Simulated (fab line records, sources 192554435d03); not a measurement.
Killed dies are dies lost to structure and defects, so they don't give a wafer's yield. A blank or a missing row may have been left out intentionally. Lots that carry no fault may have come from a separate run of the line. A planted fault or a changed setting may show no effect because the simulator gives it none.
Which tool was responsible?    flow n5 finfet    24 lots with 72 wafers sampled at 6 steps, on a route of 1938 steps

== WHAT EACH GAUGE READ, for each wafer ==
N5_BEOL_M6_RS_MEAS_57: measures by four-point-probe.
lot   measured      on             M6_RS (ohm/sq)
L074  day 9 12:08   film metro-01  0.287 0.279 0.273
L075  day 9 19:28   film metro-01  0.285 0.293 0.283
L076  day 9 20:08   film metro-02  0.284 0.279 0.287
L079  day 10 14:23  film metro-01  0.278 0.287 0.278
L077  day 10 15:28  film metro-01  0.283 0.280 0.290
L078  day 11 01:53  film metro-01  0.283 0.283 0.288
L080  day 11 13:03  film metro-02  0.291 0.283 0.283
L082  day 11 22:50  film metro-02  0.296 0.289 0.291
L081  day 12 01:29  film metro-02  0.281 0.281 0.299
L084  day 12 03:38  film metro-01  0.288 0.291 0.293
L086  day 12 07:56  film metro-01  0.290 0.296 0.294
L085  day 13 07:28  film metro-01  0.292 0.291 0.278
L083  day 13 08:00  film metro-01  0.301 0.286 0.283
L088  day 13 08:53  film metro-01  0.283 0.291 0.283
L087  day 13 10:04  film metro-01  0.291 0.282 0.289
L089  day 13 15:29  film metro-02  0.289 0.286 0.294
L090  day 13 15:10  film metro-02  0.288 0.296 0.301
L092  day 14 13:04  film metro-02  0.281 0.282 0.277
L091  day 14 12:47  film metro-02  0.289 0.283 0.291
L093  day 14 13:19  film metro-01  0.281 0.290 0.285
L094  day 14 19:05  film metro-02  0.288 0.290 0.287
L095  day 14 23:30  film metro-01  0.285 0.280 0.287
L096  day 15 22:16  film metro-02  0.295 0.282 0.297
L097  day 16 02:06  film metro-02  0.288 0.292 0.279

N5_BEOL_M7_OVL_MEAS_29.
lot   measured      on          V6_OVL (nm)
L074  day 9 15:45   overlay-01  1.5 0.5 1.7
L075  day 10 01:38  overlay-02  1.4 -0.5 -0.2
L076  day 10 01:28  overlay-01  1.1 1.0 0.4
L079  day 10 20:57  overlay-01  -0.8 1.0 -0.1
L077  day 10 22:22  overlay-01  -1.5 -0.4 -1.2
L078  day 11 08:11  overlay-01  0.2 -0.2 0.5
L080  day 11 15:43  overlay-01  -1.5 -0.7 -0.2
L082  day 12 01:31  overlay-01  -0.5 0.4 0.7
L081  day 12 03:59  overlay-02  -0.1 0.2 -1.0
L084  day 12 07:18  overlay-02  -0.7 -0.1 -0.4
L086  day 12 12:18  overlay-02  0.0 -1.0 0.2
L085  day 13 11:40  overlay-02  -0.2 0.0 0.9
L083  day 13 11:54  overlay-02  -0.3 0.2 0.7
L088  day 13 13:45  overlay-02  0.7 -0.4 -0.3
L087  day 13 14:00  overlay-02  -0.5 -0.6 -0.6
L089  day 13 19:08  overlay-02  1.3 1.5 0.7
L090  day 13 19:05  overlay-02  0.1 -0.1 0.4
L092  day 14 16:45  overlay-01  0.1 -0.7 -0.1
L091  day 14 16:25  overlay-01  0.6 0.3 0.5
L093  day 14 16:35  overlay-01  -0.2 0.7 0.6
L094  day 14 22:01  overlay-01  0.8 -0.6 0.7
L095  day 15 02:02  overlay-01  0.2 -0.8 -0.5
L096  day 16 02:01  overlay-01  -0.6 -0.7 -1.2
L097  day 16 05:24  overlay-02  0.1 -0.7 -0.5

== TOOL THAT RAN EACH LOT (tool first, then ch and the chambers of the sampled wafers, then the start) ==
lot   N5_BEOL_M6_DESCUM_16                N5_BEOL_M6_ETCH_61                  N5_BEOL_M6_ANNEAL_51              N5_BEOL_M7_STRIP_19
L074  rie diel-04 ch 0,1,3, day 9 04:16   rie diel-04 ch 0,1,3, day 9 04:18   rtp anneal-01 ch 0, day 9 11:23   rie diel-03 ch 0,2,3, day 9 14:19
L075  rie diel-05 ch 0,2,3, day 9 13:04   rie diel-05 ch 0,2,3, day 9 13:06   rtp anneal-01 ch 0, day 9 18:43   rie diel-06 ch 0,3, day 9 23:31
L076  rie diel-04 ch 0,1,2, day 9 14:04   rie diel-04 ch 0,1,2, day 9 14:07   rtp anneal-02 ch 0, day 9 19:24   rie diel-03 ch 1,2, day 9 23:49
L079  rie diel-02 ch 0,2, day 10 07:07    rie diel-02 ch 0,2, day 10 07:09    rtp anneal-01 ch 0, day 10 13:45  rie diel-03 ch 2,3, day 10 18:57
L077  rie diel-04 ch 1,2, day 10 11:04    rie diel-04 ch 1,2, day 10 11:05    rtp anneal-02 ch 0, day 10 14:32  rie diel-06 ch 1,2,3, day 10 19:11
L078  rie diel-02 ch 0,1, day 10 18:18    rie diel-02 ch 0,1, day 10 18:20    rtp anneal-02 ch 0, day 11 01:13  rie diel-03 ch 0,1, day 11 06:13
L080  rie diel-05 ch 0,3, day 11 09:20    rie diel-05 ch 0,3, day 11 09:22    rtp anneal-01 ch 0, day 11 12:20  rie diel-03 ch 0,1,3, day 11 15:13
L082  rie diel-02 ch 1,3, day 11 14:24    rie diel-02 ch 1,3, day 11 14:26    rtp anneal-02 ch 0, day 11 22:07  rie diel-06 ch 0,2,3, day 12 01:03
L081  rie diel-02 ch 0,2,3, day 11 19:34  rie diel-02 ch 0,2,3, day 11 19:36  rtp anneal-01 ch 0, day 12 00:45  rie diel-06 ch 0,1, day 12 03:27
L084  rie diel-04 ch 0,1,2, day 11 22:26  rie diel-04 ch 0,1,2, day 11 22:28  rtp anneal-01 ch 0, day 12 02:54  rie diel-06 ch 1,3, day 12 06:40
L086  rie diel-04 ch 0,1,3, day 12 02:53  rie diel-04 ch 0,1,3, day 12 02:55  rtp anneal-01 ch 0, day 12 07:12  rie diel-01 ch 0,1, day 12 11:08
L085  rie diel-02 ch 2,3, day 12 23:37    rie diel-02 ch 2,3, day 12 23:39    rtp anneal-01 ch 0, day 13 06:44  rie diel-06 ch 0,1,3, day 13 09:48
L083  rie diel-05 ch 1,2, day 12 23:49    rie diel-05 ch 1,2, day 12 23:51    rtp anneal-01 ch 0, day 13 07:16  rie diel-03 ch 0,1, day 13 09:58
L088  rie diel-04 ch 0,2, day 12 23:57    rie diel-04 ch 0,2, day 12 23:59    rtp anneal-02 ch 0, day 13 08:10  rie diel-01 ch 1,2,3, day 13 13:13
L087  rie diel-02 ch 0,1, day 13 05:30    rie diel-02 ch 0,1, day 13 05:32    rtp anneal-02 ch 0, day 13 09:20  rie diel-03 ch 1,2,3, day 13 13:32
L089  rie diel-05 ch 1,2, day 13 08:41    rie diel-05 ch 1,2, day 13 08:43    rtp anneal-01 ch 0, day 13 14:44  rie diel-06 ch 0,1,2, day 13 18:23
L090  rie diel-02 ch 0,3, day 13 08:59    rie diel-02 ch 0,3, day 13 09:01    rtp anneal-01 ch 0, day 13 14:17  rie diel-01 ch 1,3, day 13 17:48
L092  rie diel-02 ch 0,1,2, day 14 06:18  rie diel-02 ch 0,1,2, day 14 06:20  rtp anneal-01 ch 0, day 14 12:19  rie diel-01 ch 0,1, day 14 15:29
L091  rie diel-05 ch 1,2, day 14 06:40    rie diel-05 ch 1,2, day 14 06:42    rtp anneal-01 ch 0, day 14 12:08  rie diel-03 ch 1,2, day 14 14:59
L093  rie diel-05 ch 0,1, day 14 07:50    rie diel-05 ch 0,1, day 14 07:53    rtp anneal-01 ch 0, day 14 12:41  rie diel-03 ch 0,1,3, day 14 15:38
L094  rie diel-02 ch 0,1,2, day 14 11:17  rie diel-02 ch 0,1,2, day 14 11:19  rtp anneal-02 ch 0, day 14 18:05  rie diel-06 ch 0,2, day 14 21:20
L095  rie diel-05 ch 1,2,3, day 14 17:56  rie diel-05 ch 1,2,3, day 14 17:58  rtp anneal-01 ch 0, day 14 22:49  rie diel-06 ch 0,1, day 15 01:20
L096  rie diel-02 ch 1,2,3, day 15 15:22  rie diel-02 ch 1,2,3, day 15 15:23  rtp anneal-01 ch 0, day 15 21:32  rie diel-03 ch 0,1,3, day 16 00:20
L097  rie diel-02 ch 0,1,2, day 15 19:02  rie diel-02 ch 0,1,2, day 15 19:05  rtp anneal-01 ch 0, day 16 01:25  rie diel-06 ch 0,1,2, day 16 04:07
- N5_BEOL_M6_DESCUM_16: chemistry O2, time 7.9 s.
- N5_BEOL_M6_ETCH_61: etches SiARC in CF4, target depth 45.5 nm, time 75.8 s.
- N5_BEOL_M6_ANNEAL_51: time 90 s.
- N5_BEOL_M7_STRIP_19: strips in O2.

== WHAT THE TOOLS THEMSELVES READ (means of the sampled wafers that have a number; where no wafer has one, the mark that the record gives instead) ==
N5_BEOL_M6_DESCUM_16.
lot   tool         drypump motor current A (A)  oes product au (a.u.)  rf fwd power W (W)  rf vpp V (V)  showerhead plenum p Torr (Torr)  throttle valve pct (%)
L074  rie diel-04  6.2                          0.77                   49.46               243.6         2.09                             20.27
L075  rie diel-05  5.9                          0.78                   49.40               245.0         2.18                             20.40
L076  rie diel-04  6.2                          0.81                   49.55               242.3         2.07                             20.34
L079  rie diel-02  5.7                          0.90                   49.27               244.2         2.16                             20.18
L077  rie diel-04  6.1                          0.76                   49.58               241.5         1.99                             20.36
L078  rie diel-02  5.4                          0.80                   49.57               245.4         2.20                             20.29
L080  rie diel-05  5.8                          0.81                   49.42               243.9         2.16                             20.27
L082  rie diel-02  5.8                          0.73                   49.73               244.9         2.17                             20.30
L081  rie diel-02  5.9                          0.82                   49.55               245.0         2.14                             20.23
L084  rie diel-04  6.2                          0.78                   49.49               243.4         2.07                             20.37
L086  rie diel-04  6.2                          0.75                   49.48               243.3         2.09                             20.31
L085  rie diel-02  6.2                          0.85                   49.50               243.0         2.08                             20.24
L083  rie diel-05  5.7                          0.81                   49.30               243.8         2.12                             20.41
L088  rie diel-04  6.2                          0.82                   49.26               242.8         2.08                             20.47
L087  rie diel-02  5.4                          0.80                   49.54               245.1         2.20                             20.27
L089  rie diel-05  5.7                          0.81                   49.36               243.0         2.11                             20.41
L090  rie diel-02  5.7                          0.73                   49.72               244.4         2.17                             20.27
L092  rie diel-02  5.7                          0.82                   49.47               243.7         2.14                             20.28
L091  rie diel-05  5.5                          0.76                   49.45               241.6         2.01                             20.49
L093  rie diel-05  5.4                          0.72                   49.44               241.0         1.99                             20.47
L094  rie diel-02  5.7                          0.82                   49.35               244.5         2.14                             20.30
L095  rie diel-05  5.8                          0.82                   49.31               242.5         2.09                             20.42
L096  rie diel-02  5.9                          0.78                   49.36               243.8         2.12                             20.34
L097  rie diel-02  5.7                          0.80                   49.66               244.0         2.14                             20.32

N5_BEOL_M6_ETCH_61.
lot   tool         drypump motor current A (A)  etch rf on time s (s)  oes product au (a.u.)  rf fwd power W (W)  rf vpp V (V)  showerhead plenum p Torr (Torr)  throttle valve pct (%)
L074  rie diel-04  6.2                          75.2                   0.66                   539.8               183.9         2.14                             15.48
L075  rie diel-05  5.9                          75.8                   0.67                   539.9               185.0         2.23                             15.59
L076  rie diel-04  6.2                          74.9                   0.70                   541.4               184.1         2.13                             15.54
L079  rie diel-02  5.7                          74.9                   0.76                   540.3               184.8         2.21                             15.30
L077  rie diel-04  6.1                          76.8                   0.64                   540.6               182.5         2.05                             15.64
L078  rie diel-02  5.4                          75.9                   0.68                   539.9               185.6         2.25                             15.50
L080  rie diel-05  5.8                          75.8                   0.70                   541.6               184.5         2.20                             15.47
L082  rie diel-02  5.8                          77.3                   0.62                   539.3               183.9         2.22                             15.54
L081  rie diel-02  5.9                          75.8                   0.71                   540.7               184.3         2.18                             15.40
L084  rie diel-04  6.2                          75.7                   0.67                   540.3               183.6         2.12                             15.60
L086  rie diel-04  6.2                          75.6                   0.64                   540.5               183.9         2.13                             15.54
L085  rie diel-02  6.2                          75.3                   0.72                   538.5               184.1         2.12                             15.43
L083  rie diel-05  5.7                          75.8                   0.69                   537.9               184.4         2.17                             15.62
L088  rie diel-04  6.2                          76.4                   0.70                   540.6               184.2         2.14                             15.69
L087  rie diel-02  5.4                          75.5                   0.67                   538.7               185.2         2.25                             15.45
L089  rie diel-05  5.7                          75.6                   0.69                   539.2               184.2         2.17                             15.61
L090  rie diel-02  5.7                          76.8                   0.63                   540.3               184.6         2.21                             15.48
L092  rie diel-02  5.7                          75.0                   0.70                   541.5               184.7         2.19                             15.47
L091  rie diel-05  5.5                          75.8                   0.65                   538.6               183.0         2.07                             15.74
L093  rie diel-05  5.4                          75.8                   0.61                   539.5               182.8         2.05                             15.75
L094  rie diel-02  5.7                          75.4                   0.70                   540.9               184.8         2.19                             15.47
L095  rie diel-05  5.8                          75.5                   0.69                   540.1               184.2         2.14                             15.60
L096  rie diel-02  5.9                          76.3                   0.66                   539.4               184.5         2.17                             15.56
L097  rie diel-02  5.7                          74.9                   0.69                   537.7               185.7         2.19                             15.49

N5_BEOL_M6_ANNEAL_51.
lot   tool           wafer_temp_C_max
L074  rtp anneal-01  226.1
L075  rtp anneal-01  225.9
L076  rtp anneal-02  226.4
L079  rtp anneal-01  226.0
L077  rtp anneal-02  226.8
L078  rtp anneal-02  226.7
L080  rtp anneal-01  225.7
L082  rtp anneal-02  226.6
L081  rtp anneal-01  225.8
L084  rtp anneal-01  225.6
L086  rtp anneal-01  226.0
L085  rtp anneal-01  226.2
L083  rtp anneal-01  225.9
L088  rtp anneal-02  226.8
L087  rtp anneal-02  226.3
L089  rtp anneal-01  225.9
L090  rtp anneal-01  225.8
L092  rtp anneal-01  225.7
L091  rtp anneal-01  226.2
L093  rtp anneal-01  225.9
L094  rtp anneal-02  226.5
L095  rtp anneal-01  226.1
L096  rtp anneal-01  226.1
L097  rtp anneal-01  226.3

N5_BEOL_M7_STRIP_19.
lot   tool         drypump motor current A (A)  oes product au (a.u.)  rf vpp V (V)  showerhead plenum p Torr (Torr)  throttle valve pct (%)
L074  rie diel-03  5.54                         0.72                   3.7           2.08                             16.91
L075  rie diel-06  5.33                         0.82                   3.1           2.08                             16.50
L076  rie diel-03  5.27                         0.75                   3.5           2.04                             16.92
L079  rie diel-03  5.56                         0.70                   3.9           2.08                             17.08
L077  rie diel-06  5.65                         0.78                   4.2           2.10                             16.51
L078  rie diel-03  5.45                         0.73                   3.6           2.02                             16.54
L080  rie diel-03  5.50                         0.72                   3.3           2.02                             16.69
L082  rie diel-06  5.48                         0.78                   2.9           2.10                             16.55
L081  rie diel-06  5.82                         0.86                   3.6           2.13                             16.39
L084  rie diel-06  5.66                         0.81                   3.5           2.08                             16.52
L086  rie diel-01  5.25                         0.76                   3.0           2.13                             16.85
L085  rie diel-06  5.49                         0.79                   3.4           2.08                             16.53
L083  rie diel-03  5.45                         0.71                   3.8           2.02                             16.58
L088  rie diel-01  5.66                         0.70                   4.3           2.07                             16.71
L087  rie diel-03  5.39                         0.81                   2.8           2.02                             16.76
L089  rie diel-06  5.81                         0.82                   3.8           2.15                             16.43
L090  rie diel-01  5.63                         0.71                   4.2           2.05                             16.55
L092  rie diel-01  5.24                         0.76                   3.5           2.12                             16.88
L091  rie diel-03  5.27                         0.71                   3.4           2.02                             16.97
L093  rie diel-03  5.50                         0.79                   3.5           2.01                             16.58
L094  rie diel-06  5.63                         0.81                   3.4           2.14                             16.45
L095  rie diel-06  5.63                         0.83                   4.0           2.12                             16.44
L096  rie diel-03  5.50                         0.88                   2.8           2.01                             16.45
L097  rie diel-06  5.80                         0.79                   4.0           2.14                             16.47

== THE ANSWER, worked out from the rows above alone ==
Rule: what is usual is taken from the lots themselves. Put in order of their means at a reading, lots are off if they are a third of the lots or fewer, leave a main group of 4 or more, and stand apart from it by a gap of 3 or more times the standard deviation of the main group's means; of several such gaps the widest counts. Not used: any main group whose means are identical at the precision the tables above print for the reading. A lot without any number at a reading at which 4 lots or more have one is off too. Where the step has rows for the other lots, those lots are counted as sound. Order of review: gauges by route order, followed by the tools' own readings, for which a lot's mean as printed above is used. At the first step where some lot is off, the reading lying furthest off is the one used; lots without a number count as furthest.
No lot is off at any reading shown: from this, nothing can be told.

== WHAT THE SIMULATOR HAD PUT IN ==
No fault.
